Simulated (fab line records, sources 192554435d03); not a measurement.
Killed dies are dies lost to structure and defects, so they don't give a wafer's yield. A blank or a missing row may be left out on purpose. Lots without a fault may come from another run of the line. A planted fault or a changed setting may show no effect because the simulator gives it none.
fab line records | flow n5_finfet
record lots=9 wafers=26 last_day=18
route steps=1938 shown MOL_CONTACT_COAG@581 BEOL_M4@1111 PASSIVATION@1936
lots that met no fault: from a run of the same line without faults
start_h: hours from the record's first day to the start of the lot's first wafer shown | wait_h: hours since the lot's step before | " the same as in the row above | L1.1+2: a row that stands for several wafers | - no value, or no start given | * or withheld: withheld | < > ~ a bound
route shown NAME@n: a module of which the file shows steps, and the number in the route of the first | usual: mean/standard deviation of fault-free wafers | same: alike in all rows | chamber/n: place in a boat | sites: the reading at each site | _std_site: their standard deviation | _edge_site: outer sites' mean less inner sites' | radius_mm: how far each site lies from the wafer's centre | mask NAME#n: copy n | behind: the tool/chamber that last shaped the wafer | hold: why the lot was held/for how many hours/how that ended | device: the transistor (n, p or np) that didn't switch | end of line: the same wafers' tests at the end of the route | a step without rows: its recipe alone | killed: dies lost to structure and defects at the first sort, not the wafer's yield | map: a wafer's dies, x killed, . not, _ none there
set.NAME: the setting as run; set.NAME@STEP: as run at that earlier step | model.NAME: the simulator's own value behind a step, which no gauge read
steps of the route over a sample of lots; a table a step, a row a wafer
services: from which hour (start_h, from the record's first day; less than 0 if before it) a tool's chamber was out of use, for how many hours, and why
## steps
# step N5_MOL_CONTACT_COAG_ETCH_91
# recipe chemistry=N2/H2 target=SOC target_depth_a=600 overetch_a=210 mask_material=SiARC temp_c=40 time_s=101.2 ion_energy_ev=200 pressure_mtorr=30 source_w=840 bias_w=150 n2_flow_sccm=200 h2_flow_sccm=200
# usual drypump_motor_current_A=5.6/0.39 oes_product_au=0.67/0.072 rf_vpp_V=524.4/2.7 showerhead_plenum_p_Torr=2.57/0.088 throttle_valve_pct=17.71/0.22
# columns lot.wafer tool chamber start_h wait_h drypump_motor_current_A oes_product_au rf_hours_counter_h rf_vpp_V showerhead_plenum_p_Torr throttle_valve_pct
L869.2 rie_diel-02 2 101.02 0.0 6.6 0.65 124 520.6 2.44 17.66
L869.3 " 3 " " 5.5 0.78 19 522.1 2.50 17.78
L869.4 " 0 " " 5.4 0.69 82 524.4 2.57 17.52
L876.2 rie_diel-02 1 142.03 0.0 5.4 0.57 252 524.5 2.62 18.24
L876.4 " 1 " " 5.4 0.57 - 525.3 2.62 18.24
L876.5 " 0 " " 5.4 0.67 - 523.0 2.57 17.55
L875.1 rie_diel-05 3 146.62 0.0 5.7 0.61 192 523.5 2.51 17.53
L875.2 " 1 " " 5.4 0.57 247 523.7 2.51 18.21
L875.4 " 0 " " 5.6 0.73 36 529.0 2.71 17.76
L877.4 rie_diel-04 3 151.69 0.0 5.0 0.77 - 527.2 2.71 17.59
L877.5 " 0 " " 5.9 0.64 - 525.2 2.55 17.70
L877.6 " 2 " " 5.7 0.62 - 526.3 2.64 18.06
L885.3 rie_diel-05 3 200.87 0.0 5.7 0.59 216 524.0 2.50 17.58
L885.4 " 2 " " 5.8 0.58 204 524.6 2.62 17.36
L885.6 " 2 " " 5.8 0.58 - 525.5 2.62 17.39
L887.3 rie_diel-04 1 207.19 0.0 5.4 0.76 15 521.5 2.51 17.52
L887.4 " 3 " " 5.0 0.74 46 528.4 2.70 17.64
L889.1 rie_diel-05 0 224.44 0.0 5.6 0.70 66 527.3 2.70 17.82
L889.2 " 3 " " 5.7 0.59 222 522.2 2.49 17.59
L889.4 " 2 " " 5.8 0.58 212 525.1 2.62 17.41
L890.2 rie_diel-04 1 224.75 0.0 5.4 0.76 20 521.9 2.51 17.53
L890.3 " 0 " " 5.9 0.62 188 523.7 2.54 17.73
L890.4 " 3 " " 4.9 0.72 52 527.9 2.69 17.62
L892.1 rie_diel-05 0 236.20 0.0 5.6 0.70 69 527.6 2.70 17.83
L892.4 " 3 " " 5.7 0.58 225 522.5 2.49 17.59
L892.5 " 3 " " 5.7 0.59 - 522.6 2.49 17.59
# step N5_MOL_CONTACT_COAG_EXPOSE_37
# recipe mask_id=VD na=0.33 source_shape=annular sigma_inner=0.3 sigma_outer=0.7 polarization=unpolarized defocus_nm=0 dose_mj=62
# usual reticle_temp_C=23.00/0.11
# columns lot.wafer tool chamber start_h wait_h mask reticle_temp_C
L869.2 euv_scanner-02 0 101.95 - VD#0 23.03
L869.3 " 0 " " VD#0 23.06
L869.4 " 0 " " VD#0 22.93
L876.2 euv_scanner-02 0 142.67 - VD#0 23.03
L876.4 " 0 " " VD#0 22.93
L876.5 " 0 " " VD#0 23.04
L875.1 euv_scanner-01 0 147.68 - VD#0 23.02
L875.2 " 0 " " VD#0 23.16
L875.4 " 0 " " VD#0 23.00
L877.4 euv_scanner-02 0 152.74 - VD#0 22.75
L877.5 " 0 " " VD#0 23.00
L877.6 " 0 " " VD#0 23.02
L885.3 euv_scanner-02 0 201.52 - VD#0 22.99
L885.4 " 0 " " VD#0 23.04
L885.6 " 0 " " VD#0 22.90
L887.3 euv_scanner-02 0 208.02 - VD#0 23.04
L887.4 " 0 " " VD#0 22.94
L889.1 euv_scanner-01 0 225.20 - VD#0 22.90
L889.2 " 0 " " VD#0 22.95
L889.4 " 0 " " VD#0 22.85
L890.2 euv_scanner-01 0 225.39 - VD#0 22.82
L890.3 " 0 " " VD#0 23.05
L890.4 " 0 " " VD#0 22.88
L892.1 euv_scanner-01 0 236.83 - VD#0 22.75
L892.4 " 0 " " VD#0 23.06
L892.5 " 0 " " VD#0 22.90
# step N5_MOL_CONTACT_COAG_CD_MEAS_40
# recipe target_cd_nm=25.1 landing_energy_ev=500 detector=se_inlens polarity=opening
# usual cd_nm=25.14/0.21
# columns lot.wafer tool chamber start_h wait_h cd_nm
L869.2 cd_sem-01 0 102.09 - 25.08
L869.3 " 0 " " 25.15
L869.4 " 0 " " 24.99
L876.2 cd_sem-02 0 142.81 - 24.97
L876.4 " 0 " " 24.84
L876.5 " 0 " " 24.55
L875.1 cd_sem-01 0 147.83 - 25.11
L875.2 " 0 " " 24.77
L875.4 " 0 " " 25.55
L877.4 cd_sem-01 0 152.86 - 25.35
L877.5 " 0 " " 24.94
L877.6 " 0 " " 25.08
L885.3 cd_sem-01 0 201.65 - 16.73
L885.4 " 0 " " 25.06
L885.6 " 0 " " 25.11
L887.3 cd_sem-03 0 208.15 - 17.29
L887.4 " 0 " " 25.28
L889.1 cd_sem-01 0 225.34 - 25.21
L889.2 " 0 " " 25.41
L889.4 " 0 " " 25.37
L890.2 cd_sem-02 0 225.53 - 25.47
L890.3 " 0 " " 25.33
L890.4 " 0 " " 25.10
L892.1 cd_sem-01 0 236.97 - 24.69
L892.4 " 0 " " 25.57
L892.5 " 0 " " 24.89
# step N5_MOL_CONTACT_COAG_ALD_133
# recipe material=SiO2 target_thk_a=50 temp_c=100 ald_precursor_family=BDEAS ald_co_reactant=O2-plasma pulse_time_s=1 co_reactant_pulse_time_s=1 purge_time_s=2 co_reactant_purge_time_s=2 ald_cycles=35 pressure_torr=2
# usual heater_power_w=75/7.3 precursor_pulse_height_rel=1.000/0.019
# same co_reactant_pulse_time_s=1
# columns lot.wafer tool chamber start_h wait_h heater_power_w precursor_pulse_height_rel
L869.2 ald_sin-01 2 102.60 0.1 75 0.982
L869.3 " 0 " " 63 1.018
L869.4 " 1 " " 72 1.001
L876.2 ald_sin-04 0 143.25 0.1 80 1.030
L876.4 " 3 " " 66 0.993
L876.5 " 3 " " 65 0.994
L875.1 ald_sin-03 1 148.09 0.1 75 1.000
L875.2 " 0 " " 77 1.008
L875.4 " 3 " " 91 0.969
L877.4 ald_sin-01 2 153.28 0.2 74 0.994
L877.5 " 1 " " 72 0.987
L877.6 " 2 " " 75 0.974
L885.3 ald_sin-01 0 201.91 0.1 65 0.984
L885.4 " 3 " " 74 0.986
L885.6 " 3 " " 75 1.009
L887.3 ald_sin-04 1 208.65 0.3 77 0.993
L887.4 " 2 " " 81 1.046
L889.1 ald_sin-01 2 225.60 0.1 76 1.009
L889.2 " 1 " " 70 0.988
L889.4 " 0 " " 66 1.014
L890.2 ald_sin-03 3 226.00 0.1 93 1.029
L890.3 " 2 " " 75 0.983
L890.4 " 0 " " 77 1.010
L892.1 ald_sin-04 1 237.50 0.2 78 0.971
L892.4 " 0 " " 82 1.000
L892.5 " 3 " " 65 0.975
# step N5_MOL_CONTACT_COAG_ETCHBACK_134
# recipe chemistry=CHF3 target=SiO2 target_depth_a=100 time_s=6.7 ion_energy_ev=200 pressure_mtorr=30 source_w=610 bias_w=170 Ar_flow_sccm=200 CHF3_flow_sccm=50
# usual drypump_motor_current_A=5.6/0.36 mfc_ar_sccm=200.0/0.64 oes_product_au=0.81/0.092 rf_vpp_V=522/8.5 showerhead_plenum_p_Torr=2.41/0.077 throttle_valve_pct=18.58/0.21
# columns lot.wafer tool chamber start_h wait_h drypump_motor_current_A mfc_ar_sccm oes_product_au rf_hours_counter_h rf_vpp_V showerhead_plenum_p_Torr throttle_valve_pct
L869.2 rie_diel-02 2 102.80 0.1 6.6 201.7 0.80 124 526 2.29 18.54
L869.3 " 3 " " 5.5 200.1 0.93 20 506 2.35 18.76
L869.4 " 1 " " 5.4 199.4 0.68 236 538 2.45 19.06
L876.2 rie_diel-04 3 143.43 0.1 5.0 199.7 0.93 23 526 2.54 18.48
L876.4 " 1 " " 5.4 200.4 0.68 250 515 2.34 18.59
L876.5 " 3 " " 5.0 199.6 0.93 - 526 2.54 18.43
L875.1 rie_diel-05 0 148.32 0.2 5.6 199.4 0.88 36 527 2.49 18.44
L875.2 " 2 " " 5.8 199.0 0.71 180 517 2.47 18.38
L875.4 " 3 " " 5.7 199.3 0.72 193 539 2.36 18.56
L877.4 rie_diel-04 3 153.52 0.2 5.0 199.7 0.92 - 524 2.54 18.46
L877.5 " 0 " " 5.9 201.0 0.76 - 525 2.37 18.57
L877.6 " 2 " " 5.7 200.5 0.75 - 509 2.48 18.93
L885.3 rie_diel-05 2 202.08 0.1 5.8 200.1 0.70 204 518 2.46 18.42
L885.4 " 1 " " 5.4 200.2 0.98 6 523 2.33 18.52
L885.6 " 2 " " 5.8 200.0 0.70 - 518 2.46 18.42
L887.3 rie_diel-02 0 208.83 0.1 5.4 200.6 0.78 124 522 2.39 18.49
L887.4 " 3 " " 5.5 199.7 0.87 51 507 2.34 18.80
L889.1 rie_diel-04 3 225.83 0.2 5.0 200.4 0.88 52 524 2.53 18.51
L889.2 " 0 " " 5.9 200.2 0.74 188 524 2.36 18.61
L889.4 " 2 " " 5.7 199.6 0.73 193 510 2.47 18.96
L890.2 rie_diel-04 3 226.34 0.3 5.0 200.2 0.87 52 524 2.53 18.50
L890.3 " 1 " " 5.4 200.4 0.88 21 517 2.33 18.23
L890.4 " 0 " " 5.9 198.3 0.75 188 524 2.36 18.62
L892.1 rie_diel-02 0 237.68 0.1 5.4 201.2 0.77 134 522 2.38 18.51
L892.4 " 2 " " 6.6 199.5 0.73 174 525 2.27 18.62
L892.5 " 2 " " 6.6 198.9 0.74 - 527 2.27 18.61
# step N5_MOL_CONTACT_COAG_CD_MEAS_101
# recipe target_cd_nm=16
# usual cd_nm=16.0/0.33
# columns lot.wafer tool chamber start_h wait_h cd_nm
L869.2 cd_sem-03 - 103.31 0.0 15.6
L869.3 " - " " 16.6
L869.4 " - " " 16.2
L876.2 cd_sem-01 - 143.98 0.0 16.1
L876.4 " - " " 16.3
L876.5 " - " " 16.0
L875.1 cd_sem-03 - 148.88 0.0 16.1
L875.2 " - " " 16.1
L875.4 " - " " 16.1
L877.4 cd_sem-01 - 154.01 0.0 16.3
L877.5 " - " " 15.7
L877.6 " - " " 15.6
L885.3 cd_sem-02 - 202.60 0.0 7.0
L885.4 " - " " 15.1
L885.6 " - " " 15.3
L887.3 cd_sem-01 - 209.34 0.0 8.0
L887.4 " - " " 16.4
L889.1 cd_sem-03 - 226.34 0.0 15.7
L889.2 " - " " 16.0
L889.4 " - " " 15.9
L890.2 cd_sem-03 - 226.85 0.0 15.8
L890.3 " - " " 16.8
L890.4 " - " " 15.9
L892.1 cd_sem-03 - 238.20 0.0 16.0
L892.4 " - " " 16.1
L892.5 " - " " 16.2
# step N5_BEOL_M4_RC_MEAS_101
# usual DIBL_N=35.8/1.8 DIBL_P=35.9/2.2 IOFF_N=0.16/0.035 IOFF_P=0.21/0.04 ION_N=672/11 ION_P=461/7.4 SS_N=71.4/0.64 SS_P=73.2/0.67 VT_N=250/3.5 VT_P=-251/3.4
# columns lot.wafer tool chamber start_h wait_h DIBL_N[mV/V] DIBL_P[mV/V] IOFF_N[nA/um] IOFF_P[nA/um] ION_N[uA/um] ION_P[uA/um] SS_N[mV/dec] SS_P[mV/dec] VT_N[mV] VT_P[mV]
L869.2 prober-02 0 163.66 0.2 35.0 34.4 0.15 0.16 664 450 71.5 73.0 250 -254
L869.3 " 0 " " 35.8 36.3 0.17 0.19 691 467 72.1 73.8 248 -252
L869.4 " 0 " " 35.0 35.2 0.15 0.17 671 459 72.0 72.7 248 -252
L876.2 prober-01 0 209.22 0.2 36.0 35.7 0.15 0.20 665 462 71.5 72.8 254 -250
L876.4 " 0 " " 39.2 39.2 0.21 0.27 683 468 72.0 74.2 251 -248
L876.5 " 0 " " 38.9 39.0 0.20 0.25 676 470 72.2 73.1 248 -250
L877.4 prober-02 0 214.06 0.5 36.3 36.0 0.15 0.18 663 455 71.7 73.6 251 -253
L877.5 " 0 " " 38.0 39.9 0.19 0.26 677 462 71.8 74.1 249 -249
L877.6 " 0 " " 36.0 36.2 0.15 0.19 667 458 71.1 73.6 249 -251
L875.1 prober-01 0 216.83 0.0 38.6 40.7 0.21 0.24 691 467 72.3 73.7 247 -250
L875.2 " 0 " " 36.7 37.9 0.17 0.19 683 459 72.1 72.5 249 -251
L875.4 " 0 " " 35.0 36.7 0.13 0.17 665 451 71.1 72.8 254 -255
L885.4 prober-02 0 265.96 0.5 34.5 35.6 0.13 0.19 667 461 70.7 73.1 251 -251
L885.6 " 0 " " 33.8 34.5 0.12 0.18 667 469 70.6 72.2 251 -251
L887.4 prober-01 0 280.96 0.5 32.9 31.6 0.11 0.15 661 456 70.9 72.5 252 -256
L889.1 prober-02 0 282.56 0.0 35.1 36.4 0.15 0.23 668 461 71.7 73.3 248 -248
L889.2 " 0 " " 36.7 38.3 0.19 0.26 679 472 72.2 72.9 246 -245
L889.4 " 0 " " 34.3 35.3 0.14 0.21 669 466 71.8 72.9 252 -248
L890.2 prober-01 0 287.94 0.2 37.1 37.8 0.17 0.21 679 458 72.1 74.1 246 -251
L890.3 " 0 " " 36.5 36.8 0.15 0.20 674 468 71.4 73.9 251 -255
L890.4 " 0 " " 33.7 32.5 0.11 0.15 660 454 70.9 72.8 255 -255
L892.1 prober-02 0 311.74 0.0 34.4 33.0 0.11 0.17 659 459 70.6 72.5 255 -251
L892.4 " 0 " " 35.2 34.1 0.12 0.18 658 459 71.7 72.9 255 -253
L892.5 " 0 " " 32.4 30.8 0.09 0.14 653 453 70.3 71.6 257 -255
# step N5_PASSIVATION_PROBE_49
# usual defect_limited_yield=91.0/1.5 killed_at_M0_to_M3=34/9.1 killed_at_M4_up=14/5.7 killed_at_contacts=13/5.7 killed_at_front_end=42/12 killed_at_other=4/3.4 killed_dies=106/17 killed_on_rim=14/4.3 killed_open=70/13 killed_short=34/7.5 sort_bin_5_function=5.2/0.94 sort_bin_6_memory=3.4/0.69 sort_bin_8_speed=0.00/0.029 sort_n_pass=1074/17 sort_yield_pct=91.0/1.5
# same gross_dies=1180 killed_at_back_side=0 sort_bin_4_leakage[%]=0
# columns lot.wafer tool chamber start_h wait_h defect_limited_yield[%] killed_at_M0_to_M3 killed_at_M4_up killed_at_contacts killed_at_front_end killed_at_other killed_dies killed_on_rim killed_open killed_short sort_bin_5_function[%] sort_bin_6_memory[%] sort_bin_8_speed[%] sort_n_pass sort_yield_pct[%]
L885.3 prober-01 - 358.59 0.1 0 26 11 1099 34 10 1180 152 50 44 7.2 3.0 0 0 0
L885.4 prober-01 - 358.64 0.2 93.1 29 18 4 28 2 81 13 61 20 3.6 3.1 0 1099 93.1
L885.6 prober-01 - 358.74 0.3 89.4 50 17 17 20 21 125 17 83 41 5.8 4.3 0 1055 89.4
L887.3 prober-01 - 380.97 0.1 0 36 11 1075 48 10 1180 152 79 39 7.8 3.9 0 0 0
L887.4 prober-01 - 381.02 0.2 91.3 35 12 13 42 1 103 15 72 31 5.5 3.1 0 1077 91.3
# killed by level:class
L885.3 MOL_CONTACT_COAG:area_expose=1086 MOL_CONTACT_COAG:geometric_particle:open=11 FIN_SAQP:geometric_particle:short=9 FIN_SAQP:geometric_particle:open=7 BEOL_M0_SAQP:geometric_particle:short=6 BEOL_M3:geometric_particle:open=6 BEOL_M3:geometric_particle:short=6 PASS1_CAP:geometric_particle:short=5
L885.4 FIN_SAQP:geometric_particle:open=11 BEOL_M0_SAQP:geometric_particle:open=9 BEOL_M3:geometric_particle:open=7 BEOL_M4:geometric_particle:open=6 BEOL_M7:geometric_particle:open=6 FIN_SAQP:geometric_particle:short=5 STI_FIN_REVEAL:geometric_particle:open=5 BEOL_M0_SAQP:geometric_particle:short=5
L885.6 BEOL_M3:geometric_particle:open=14 MOL_CONTACT_COAG:geometric_particle:open=12 BEOL_M0_SAQP:geometric_particle:open=9 BEOL_M1:geometric_particle:open=8 BEOL_M3:geometric_particle:short=7 MOL_CONTACT_COAG:geometric_particle:short=5 BEOL_M4:geometric_particle:open=5 BEOL_M7:geometric_particle:open=5
L887.3 MOL_CONTACT_COAG:area_expose=1061 FIN_SAQP:geometric_particle:open=12 MOL_CONTACT_COAG:geometric_particle:open=12 BEOL_M1:geometric_particle:open=9 FIN_SAQP:geometric_particle:short=8 BEOL_M1:geometric_particle:short=8 DUMMY_GATE:geometric_particle:open=5 BEOL_M2:geometric_particle:open=5
L887.4 FIN_SAQP:geometric_particle:open=12 MOL_CONTACT_COAG:geometric_particle:open=10 FIN_SAQP:geometric_particle:short=9 STI_FIN_REVEAL:geometric_particle:open=8 BEOL_M0_SAQP:geometric_particle:short=7 BEOL_M1:geometric_particle:open=7 BEOL_M2:geometric_particle:open=7 BEOL_M3:geometric_particle:open=5
## services
# columns tool chamber start_h hours kind
ald_sin-04 - 85.25 14.0 pm
rie_diel-04 - 86.97 0.2 repair
rie_diel-05 1 89.57 3.7 repair
euv_scanner-01 - 92.83 0.3 repair
euv_scanner-01 - 102.08 1.0 pm
rie_diel-04 3 103.87 1.6 repair
ald_sin-01 1 118.26 2.5 repair
euv_scanner-02 - 121.38 1.0 pm
rie_diel-02 2 123.38 3.3 repair
rie_diel-02 3 124.20 18.9 repair
rie_diel-05 2 127.78 5.4 repair
rie_diel-04 0 133.20 5.6 repair
rie_diel-04 1 144.24 - clean
rie_diel-04 1 144.24 - consumable_replace:focus_ring
euv_scanner-02 - 146.02 4.6 pm
euv_scanner-02 - 153.21 0.3 repair
euv_scanner-01 - 158.23 1.0 pm
euv_scanner-01 - 159.24 4.6 pm
ald_sin-03 - 174.14 0.8 repair
euv_scanner-02 - 177.53 1.0 pm
ald_sin-01 - 180.58 6.0 pm
rie_diel-05 3 207.52 3.0 repair
euv_scanner-01 - 214.38 1.0 pm
euv_scanner-02 - 233.68 1.0 pm
## key
first_sign step=N5_MOL_CONTACT_COAG_CD_MEAS_40 reading=cd_nm direction=down sigmas=39 usual=25.14 struck=17.01
effect step=N5_MOL_CONTACT_COAG_CD_MEAS_101 reading=cd_nm direction=down sigmas=26 usual=16.0 struck=7.5
effect step=N5_PASSIVATION_PROBE_49 reading=killed_at_contacts direction=up sigmas=99+ usual=13 struck=1087
more_kills_born_at N5_MOL_CONTACT_COAG_EXPOSE_37@euv_scanner-02=2147
met_at N5_MOL_CONTACT_COAG_EXPOSE_37
struck_lots L885,L887
struck_wafers L885.3,L887.3
later_rows_left_out L885.3,L887.3
not_acting_at N5_MOL_CONTACT_COAG_ETCH_91,N5_MOL_CONTACT_COAG_ALD_133,N5_MOL_CONTACT_COAG_ETCHBACK_134
onset_between 152.74 201.52
fault kind=process_parameter_drift tool=euv_scanner-02 chamber=- onset_h=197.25 steps=N5_MOL_CONTACT_COAG_EXPOSE_37 channel=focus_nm offset=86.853 shape=step end_h=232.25 scope=struck_wafers_only
# later_rows_left_out: the simulator's readings of these wafers behind a module that went badly wrong aren't trusted and aren't shown, but for the sort
